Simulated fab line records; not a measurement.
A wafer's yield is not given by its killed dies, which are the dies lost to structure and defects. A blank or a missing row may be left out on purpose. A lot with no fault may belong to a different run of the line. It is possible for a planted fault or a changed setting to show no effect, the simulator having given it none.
Matching of chambers	flow n5_finfet	N5_BEOL_M5_DESCUM_33 on rie_diel-05 has 4 sister chambers
The step chemistry O2, time 7 s. 8 wafers are shown with their chamber, then 7 later ones without.

## EACH WAFER AND ITS CHAMBER
wafer	chamber	drypump_motor_current_A (A)	showerhead_plenum_p_Torr (Torr)
L579.4	0	6.0	2.12
L583.3	1	5.8	2.15
L583.5	3	5.2	2.14
L589.2	0	6.1	2.11
L589.4	2	5.1	2.21
L589.5	3	5.2	2.13
L590.1	2	5.1	2.21
L590.3	1	5.8	2.14

## WAFERS WITHOUT THEIR CHAMBER
wafer	drypump_motor_current_A (A)	showerhead_plenum_p_Torr (Torr)
L590.5	6.0	2.11
L596.2	5.8	2.14
L596.3	6.0	2.11
L596.5	5.2	2.13
L597.2	5.2	2.13
L597.4	5.9	2.14
L597.5	6.0	2.10

## CHAMBER TAKEN BY EACH
wafer	from the rows above	in truth
L590.5	0	0
L596.2	1	1
L596.3	0	0
L596.5	3	3
L597.2	3	3
L597.4	1	1
L597.5	0	0
7 of 7 placed correctly. Number that these rows cannot place: 0. 0 placed wrongly.
How it was worked out, from the rows above alone: a wafer's distance from a chamber is the root of the sum, over the readings, of the square of ((its reading less the chamber's mean) divided by the reading's scatter). The wafer belongs to the nearest chamber; if the next one is less than 2 further off, it can't be placed. For every chamber, the mean is computed from those of its wafers that are shown. How the scatter is found: for the shown wafers, subtract from each reading the mean of its chamber, square and add these, divide the total by (wafers less chambers), then take the root.
